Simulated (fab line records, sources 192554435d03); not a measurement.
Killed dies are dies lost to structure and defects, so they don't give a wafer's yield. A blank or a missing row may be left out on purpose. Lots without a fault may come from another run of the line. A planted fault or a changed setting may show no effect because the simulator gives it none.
Which tool did it? | flow n5_finfet | 13 lots, 36 wafers sampled, at 4 steps of a route of 1938

WHAT THE GAUGES READ, wafer by wafer
N5_BEOL_M12_OVL_MEAS_29. Usual: M12_OVL 3 nm, standard deviation 5.1.
lot  | measured     | on         | M12_OVL (nm) | flag
L966 | day 11 05:30 | overlay-02 | -5 -1 -8     |
L967 | day 11 13:54 | overlay-01 | 2 3 6        |
L969 | day 12 02:19 | overlay-01 | 7 -5         |
L970 | day 12 18:51 | overlay-02 | 4 8          |
L974 | day 13 10:15 | overlay-01 | 7 0 2        |
L973 | day 13 13:22 | overlay-02 | 6 8 11       |
L977 | day 13 21:11 | overlay-01 | 6 12         |
L980 | day 15 02:47 | overlay-01 | 9 7 0        |
L979 | day 15 03:29 | overlay-01 | 7 7 1        |
L978 | day 15 07:19 | overlay-01 | 4 6 10       |
L981 | day 15 08:16 | overlay-01 | 3 -1 1       |
L988 | day 17 10:31 | overlay-01 | 5 15 5       |
L987 | day 17 12:52 | overlay-01 | -1 -1 -5     |

WHICH TOOL RAN EACH LOT (tool, then ch and the chambers of the sampled wafers, then the start)
lot  | N5_BEOL_M11_DEGAS_44         | N5_BEOL_M11_PRE_CLEAN_45     | N5_BEOL_M12_COAT_66
L966 | pvd_sputter-01, day 11 02:02 | pvd_sputter-01, day 11 02:04 | litho_track-03 ch 0, day 11 05:11
L967 | pvd_sputter-01, day 11 10:45 | pvd_sputter-01, day 11 10:47 | litho_track-03 ch 0, day 11 13:35
L969 | pvd_sputter-03, day 11 21:56 | pvd_sputter-03, day 11 21:59 | litho_track-03 ch 0, day 12 01:52
L970 | pvd_sputter-02, day 12 15:25 | pvd_sputter-02, day 12 15:27 | litho_track-05 ch 0, day 12 18:25
L974 | pvd_sputter-03, day 13 06:20 | pvd_sputter-03, day 13 06:22 | litho_track-04 ch 0, day 13 09:56
L973 | pvd_sputter-01, day 13 10:00 | pvd_sputter-01, day 13 10:02 | litho_track-04 ch 0, day 13 12:56
L977 | pvd_sputter-03, day 13 18:01 | pvd_sputter-03, day 13 18:03 | litho_track-05 ch 0, day 13 20:52
L980 | pvd_sputter-01, day 14 21:42 | pvd_sputter-01, day 14 21:44 | litho_track-04 ch 0, day 15 02:20
L979 | pvd_sputter-02, day 14 22:02 | pvd_sputter-02, day 14 22:04 | litho_track-05 ch 0, day 15 03:02
L978 | pvd_sputter-02, day 15 02:34 | pvd_sputter-02, day 15 02:37 | litho_track-04 ch 0, day 15 06:52
L981 | pvd_sputter-01, day 15 03:49 | pvd_sputter-01, day 15 03:51 | litho_track-05 ch 0, day 15 07:49
L988 | pvd_sputter-01, day 17 07:19 | pvd_sputter-01, day 17 07:22 | litho_track-04 ch 0, day 17 10:05
L987 | pvd_sputter-03, day 17 09:12 | pvd_sputter-03, day 17 09:14 | litho_track-03 ch 0, day 17 12:26
- N5_BEOL_M11_DEGAS_44: time 60 s.
- N5_BEOL_M11_PRE_CLEAN_45: time 30 s.
- N5_BEOL_M12_COAT_66: time 60 s, resist thk 110 nm.

WHAT THE TOOLS THEMSELVES READ (means of the sampled wafers that have a number; where no wafer has one, the mark that the record gives instead)
N5_BEOL_M11_DEGAS_44. Usual: heater_power_w 326 W, standard deviation 31; susceptor_temp_C 250.00 C, standard deviation 0.19.
lot  | tool           | heater_power_w (W) | susceptor_temp_C (C) | flag
L966 | pvd_sputter-01 | 341                | 249.89               |
L967 | pvd_sputter-01 | 313                | 250.02               |
L969 | pvd_sputter-03 | 316                | 249.88               |
L970 | pvd_sputter-02 | 348                | 250.05               |
L974 | pvd_sputter-03 | 327                | 249.99               |
L973 | pvd_sputter-01 | 332                | 249.84               |
L977 | pvd_sputter-03 | 299                | 249.97               |
L980 | pvd_sputter-01 | 321                | 249.91               |
L979 | pvd_sputter-02 | 356                | 249.96               |
L978 | pvd_sputter-02 | 328                | 249.96               |
L981 | pvd_sputter-01 | 317                | 249.97               |
L988 | pvd_sputter-01 | 344                | 250.00               |
L987 | pvd_sputter-03 | 301                | 250.28               |

N5_BEOL_M11_PRE_CLEAN_45. Usual: heater_power_w 326 W, standard deviation 31; susceptor_temp_C 250.02 C, standard deviation 0.19.
lot  | tool           | heater_power_w (W) | susceptor_temp_C (C) | flag
L966 | pvd_sputter-01 | 342                | 250.07               |
L967 | pvd_sputter-01 | 312                | 249.94               |
L969 | pvd_sputter-03 | 311                | 249.89               |
L970 | pvd_sputter-02 | 352                | 250.11               |
L974 | pvd_sputter-03 | 324                | 250.13               |
L973 | pvd_sputter-01 | 332                | 250.07               |
L977 | pvd_sputter-03 | 300                | 249.88               |
L980 | pvd_sputter-01 | 322                | 250.08               |
L979 | pvd_sputter-02 | 355                | 250.02               |
L978 | pvd_sputter-02 | 327                | 249.98               |
L981 | pvd_sputter-01 | 313                | 250.07               |
L988 | pvd_sputter-01 | 338                | 249.84               |
L987 | pvd_sputter-03 | 300                | 250.00               |

N5_BEOL_M12_COAT_66. Usual: heater_power_total_W 427.7 W, standard deviation 2; plate_temp_C 220.01 C, standard deviation 0.17.
lot  | tool           | heater_power_total_W (W) | plate_temp_C (C) | flag
L966 | litho_track-03 | 428.2                    | 220.04           |
L967 | litho_track-03 | 427.2                    | 220.05           |
L969 | litho_track-03 | 426.6                    | 220.28           |
L970 | litho_track-05 | 426.2                    | 220.01           |
L974 | litho_track-04 | 426.7                    | 219.95           |
L973 | litho_track-04 | 428.6                    | 219.94           |
L977 | litho_track-05 | 429.1                    | 219.96           |
L980 | litho_track-04 | 428.2                    | 219.78           |
L979 | litho_track-05 | 451.9                    | 230.24           | OFF
L978 | litho_track-04 | 426.4                    | 220.30           |
L981 | litho_track-05 | 452.0                    | 230.04           | OFF
L988 | litho_track-04 | 430.3                    | 219.72           |
L987 | litho_track-03 | 426.2                    | 219.96           |

THE ANSWER, worked out from the rows above alone
Rule: a lot is off if the mean of its wafers that have a number lies more than 3 standard deviations from the usual mean. A lot without any number at a reading at which 4 lots or more have one is off too. The other lots that the step has rows for count as sound. The gauges are gone through in route order, then the tools' own readings, and for those a lot's mean is taken as printed above. The first step at which some lot is off is used, and at that step the reading that is off furthest; a lot without a number counts as furthest.
Off: L979, L981, at N5_BEOL_M12_COAT_66 (plate_temp_C).
A tool fits if, at that step or a process step before it, it ran every lot that is off, and no sound lot after the first of them. One fits: litho_track-05 at N5_BEOL_M12_COAT_66. Its last sound lot is L977 (day 13 20:52), its first lot that is off L979 (day 15 03:02): a fault that began between those two fits.
The tool's own readings at N5_BEOL_M12_COAT_66 bear it out: on the lots that are off they differ by more than 5 times the standard deviation of the sound lots' means. heater_power_total_W reads 451.9 W there against 427.6 W on the sound lots; plate_temp_C reads 230.14 C there against 220.00 C on the sound lots.

WHAT THE SIMULATOR HAD PUT IN
Process parameter drift: litho_track-05, from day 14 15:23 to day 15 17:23, at N5_BEOL_M12_COAT_66. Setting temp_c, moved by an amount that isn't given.
Lots struck among those shown: L979, L981. The rule above found the same.
